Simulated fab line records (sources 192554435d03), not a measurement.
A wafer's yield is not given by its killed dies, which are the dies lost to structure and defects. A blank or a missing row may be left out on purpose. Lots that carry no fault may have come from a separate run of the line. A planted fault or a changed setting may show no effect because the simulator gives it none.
Comparing a struck lot with a sound one	flow n5_finfet	14 out of 1938 route steps
Sound: the wafers L358.1, L358.2, L358.4. Struck: wafer L356.5; the same lot's L356.4 was not struck, so it is left out; see the end for the cause.
Each step with rows lists, per side, the tool, then ch with its chambers, then its first start. Under that, the readings that differ: sound wafers	struck wafers	difference of the means	sigmas: that difference in standard deviations of wafers without a fault.
alike: same words and numbers on both sides, and readings whose means sit less than 2 such deviations apart. not compared: any withheld reading, any reading some wafer has no value for, any bound like >300 that may hide the same value, and any number with overlapping values for which the record gives no deviation.
A row with sigmas, a row that says differs or no value, or rows on one side alone: a step with any of these is where the two part. Numbers that don't overlap but have no deviation are shown without sigmas and don't part them. A reading that every wafer of one side lacks parts them only if that side has two wafers or more.

first, 2 steps without rows for these wafers: N5_BEOL_M7_PRECLEAN_42 (cleans in residue remover, time 60 s); N5_BEOL_M7_SRD_43 (time 30 s).
N5_BEOL_M7_CD_MEAS_35 targets a cd of 40 nm.
  sound on cd_sem-01 at day 13 12:23; struck on cd_sem-01 at day 12 06:21
  alike: cd_nm
N5_BEOL_M7_CURE_75: cures SiCOH lowk, time 120 s.
  sound on uv_cure-03 ch 0, day 13 12:25; struck on uv_cure-02 ch 2, day 12 06:34
  alike: lamp_power_pct, wafer_temp_C_max
N5_BEOL_M7_DEGAS_44: time 60 s.
  sound on pvd_sputter-02 at day 13 12:44; struck on pvd_sputter-01 at day 12 07:44
  alike: heater_power_w
then, 2 steps without rows for these wafers: N5_BEOL_M7_PRE_CLEAN_45 (time 30 s); N5_BEOL_M7_ALD_77 (deposits TaN, target thk 2 nm, pulse time 2 s, purge time 3 s).
N5_BEOL_M7_SURFACE_TREAT_79:
  sound on pvd_sputter-03 at day 13 13:22; struck on pvd_sputter-01 at day 12 08:13
  not compared: throttle_valve_pct
then, 1 step without rows for these wafers: N5_BEOL_M7_CVD_78 (deposits Co from CCTBA/H2, target thk 2 nm, time 142.3 s).
N5_BEOL_M7_SPUTTER_48: material Cu, target thk 10 nm, time 1.667 s.
  sound on pvd_sputter-03 at day 13 14:00; struck on pvd_sputter-01 at day 12 08:23
  alike: bias_v, throttle_valve_pct
then, 1 step without rows for these wafers: N5_BEOL_M7_ECD_50 (material Cu, target thk 300 nm).
N5_BEOL_M7_ANNEAL_51: time 90 s.
  sound on rtp_anneal-02 ch 0, day 13 14:13; struck on rtp_anneal-01 ch 0, day 12 08:44
reading	sound	struck	difference	sigmas
wafer_temp_C_max	225.9 226.0 226.5	225.4	-0.7	-2
N5_BEOL_M7_CMP_52: polishes, stops on SiCOH lowk, t overpolish 6.9 s, target thk 80 nm.
  sound on cmp-04 ch 1,2,3, day 13 14:31; struck on cmp-02 ch 3, day 12 08:58
reading	sound	struck	difference	sigmas
barrier_field_endpoint_s (s)	28.9 27.8 29.4	15.6	-13.1	-19
slurry_filter_dp_kPa (kPa)	13.63 13.70 13.53	13.21	-0.41	-3
time_to_endpoint_s (s)	61.9 54.5 61.1	32.0	-27.2	-10
  alike: motor_current_A, overpolish_run_s
-- here the record skips 3 days between the struck wafers' starts before and after, leaving off in module BEOL_M7 and picking up in module PASSIVATION (first step shown: number 1936 of the route) --
N5_PASSIVATION_PROBE_49:
  sound on prober-01 at day 16 15:19; struck on prober-02 at day 15 15:29
  alike: defect_limited_yield, killed_at_M0_to_M3, killed_at_M4_up, killed_at_contacts, killed_at_front_end, killed_at_other, killed_dies, killed_open, killed_short, sort_bin_5_function, sort_bin_6_memory, sort_bin_8_speed, sort_n_pass, sort_yield_pct

== WHERE THEY PART ==
Earliest at N5_BEOL_M7_ANNEAL_51; latest, in this record, at N5_BEOL_M7_CMP_52. Later steps at which nothing parts them and some readings are alike: N5_PASSIVATION_PROBE_49.

WHY: what the simulator had put in
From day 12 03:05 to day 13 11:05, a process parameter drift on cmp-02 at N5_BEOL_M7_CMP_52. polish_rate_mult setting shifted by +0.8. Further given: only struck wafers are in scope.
